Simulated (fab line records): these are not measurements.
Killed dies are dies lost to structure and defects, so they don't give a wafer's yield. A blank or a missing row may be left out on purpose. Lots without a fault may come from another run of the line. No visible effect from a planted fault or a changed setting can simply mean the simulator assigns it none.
Matching of chambers	flow n5 finfet	3 sister chambers for N5_BEOL_M9_DEP_56 on pecvd-04
The step deposits SiCN from 3MS/NH3, target thk 15 nm, time 26.5 s. 6 wafers are shown with their chamber, then 12 later ones without.

WAFERS, EACH WITH ITS CHAMBER
wafer	chamber	throttle valve pct (%)	showerhead plenum p Torr (Torr)
L084.5	0	8.6	3.656
L086.2	1	9.0	3.665
L086.6	1	8.8	3.671
L087.1	2	9.0	3.666
L087.5	2	8.8	3.658
L087.6	0	8.5	3.636

WAFERS WITHOUT THEIR CHAMBER
wafer	throttle valve pct (%)	showerhead plenum p Torr (Torr)
L089.1	8.9	3.674
L089.3	9.1	3.669
L089.5	9.1	3.665
L090.4	9.0	3.666
L090.5	8.5	3.653
L090.6	9.1	3.674
L092.1	9.1	3.667
L092.2	8.3	3.655
L092.3	8.9	3.667
L094.1	9.1	3.679
L094.4	9.0	3.674
L094.5	8.7	3.650

CHAMBER TAKEN BY EACH
wafer	from the rows above	in truth
L089.1	can't be placed: 1 or 2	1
L089.3	can't be placed: 1 or 2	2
L089.5	can't be placed: 1 or 2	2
L090.4	can't be placed: 1 or 2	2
L090.5	0	0
L090.6	can't be placed: 1 or 2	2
L092.1	can't be placed: 1 or 2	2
L092.2	0	0
L092.3	can't be placed: 1 or 2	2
L094.1	can't be placed: 1 or 2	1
L094.4	can't be placed: 1 or 2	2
L094.5	can't be placed: 0 or 2 or 1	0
2 of 12 placed correctly. From these rows, 10 cannot be placed; in 10 the true chamber is one of the candidates. Wrongly placed: 0.
How it was worked out, from the rows above alone: a wafer's distance from a chamber is the root of the sum, over the readings, of the square of ((its reading less the chamber's mean) divided by the reading's scatter). The wafer belongs to the nearest chamber; if the next one is less than 2 further off, it can't be placed. Each chamber's mean is taken over the wafers shown for it. The scatter: take each reading less its chamber's mean, square it, sum over the shown wafers, divide by the number of wafers less the number of chambers, and take the root.
